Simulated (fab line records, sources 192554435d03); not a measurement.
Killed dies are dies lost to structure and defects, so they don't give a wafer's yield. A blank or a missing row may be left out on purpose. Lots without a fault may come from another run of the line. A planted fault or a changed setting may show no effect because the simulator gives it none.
Which tool did it? | flow n5_finfet | 12 lots, 36 wafers sampled, at 4 steps of a route of 1938

WHAT THE GAUGES READ, wafer by wafer
N5_BEOL_M15_THK_MEAS_50: measures by xrf.
lot  | measured     | on            | M15_THK (nm)
L075 | day 11 11:55 | film_metro-02 | 864 818 866
L076 | day 12 11:25 | film_metro-02 | 873 887 884
L078 | day 12 14:53 | film_metro-02 | 870 876 864
L083 | day 13 09:38 | film_metro-01 | 871 850 862
L082 | day 14 01:58 | film_metro-01 | 861 864 868
L085 | day 14 16:17 | film_metro-01 | 856 812 870
L089 | day 15 07:31 | film_metro-02 | 803 855 863
L088 | day 15 13:31 | film_metro-02 | 797 790 858
L091 | day 16 14:39 | film_metro-02 | 861 851 858
L095 | day 17 00:17 | film_metro-02 | 862 844 865
L093 | day 17 19:32 | film_metro-01 | 857 862 853
L097 | day 18 11:37 | film_metro-02 | 876 870 859

WHICH TOOL RAN EACH LOT (tool, then ch and the chambers of the sampled wafers, then the start)
lot  | N5_BEOL_M14_SPUTTER_44       | N5_BEOL_M14_CMP_49            | N5_BEOL_M15_ETCH_59
L075 | pvd_sputter-03, day 11 05:31 | cmp-04 ch 1,2, day 11 06:13   | rie_diel-06 ch 1,3, day 11 07:41
L076 | pvd_sputter-03, day 11 23:30 | cmp-04 ch 0,3, day 12 00:11   | rie_diel-04 ch 1,3, day 12 01:22
L078 | pvd_sputter-01, day 12 07:28 | cmp-04 ch 0,2,3, day 12 08:10 | rie_diel-06 ch 0,1,2, day 12 09:19
L083 | pvd_sputter-03, day 13 01:25 | cmp-02 ch 0,2,3, day 13 02:29 | rie_diel-06 ch 1,2,3, day 13 03:59
L082 | pvd_sputter-01, day 13 18:46 | cmp-01 ch 1,2, day 13 19:27   | rie_diel-06 ch 0,1,3, day 13 20:44
L085 | pvd_sputter-02, day 14 10:04 | cmp-01 ch 0,2,3, day 14 10:47 | rie_diel-03 ch 1,2,3, day 14 11:55
L089 | pvd_sputter-03, day 15 00:04 | cmp-04 ch 0,1,3, day 15 00:46 | rie_diel-03 ch 0,1, day 15 01:58
L088 | pvd_sputter-01, day 15 06:31 | cmp-01 ch 1,2,3, day 15 07:28 | rie_diel-04 ch 1,2, day 15 08:33
L091 | pvd_sputter-03, day 16 05:35 | cmp-01 ch 0,2,3, day 16 06:34 | rie_diel-04 ch 2,3, day 16 08:02
L095 | pvd_sputter-03, day 16 18:26 | cmp-01 ch 1,3, day 16 19:07   | rie_diel-06 ch 1,2,3, day 16 20:25
L093 | pvd_sputter-02, day 17 09:07 | cmp-02 ch 0,1,2, day 17 09:50 | rie_diel-06 ch 1,2, day 17 10:57
L097 | pvd_sputter-01, day 18 06:10 | cmp-02 ch 1,2,3, day 18 06:58 | rie_diel-04 ch 0,3, day 18 08:08
- N5_BEOL_M14_SPUTTER_44: material Ta, target thk 15 nm, time 24.19 s.
- N5_BEOL_M14_CMP_49: polishes, stops on SiO2, t overpolish 5.2 s, target thk 560 nm.
- N5_BEOL_M15_ETCH_59: etches BARC in N2/H2, target depth 89 nm, overetch 26.7 nm, time 67.9 s.

THE ANSWER, worked out from the rows above alone
Rule: what is usual is taken from the lots themselves. Put in order of their means at a reading, lots are off if they are a third of the lots or fewer, leave a main group of 4 or more, and stand apart from it by a gap of 3 or more times the standard deviation of the main group's means; of several such gaps the widest counts. A main group whose means are all the same, to the digits that the tables above print for the reading, isn't used. A lot without any number at a reading at which 4 lots or more have one is off too. The other lots that the step has rows for count as sound.
No lot is off at any reading shown: from this, nothing can be told.

WHAT THE SIMULATOR HAD PUT IN
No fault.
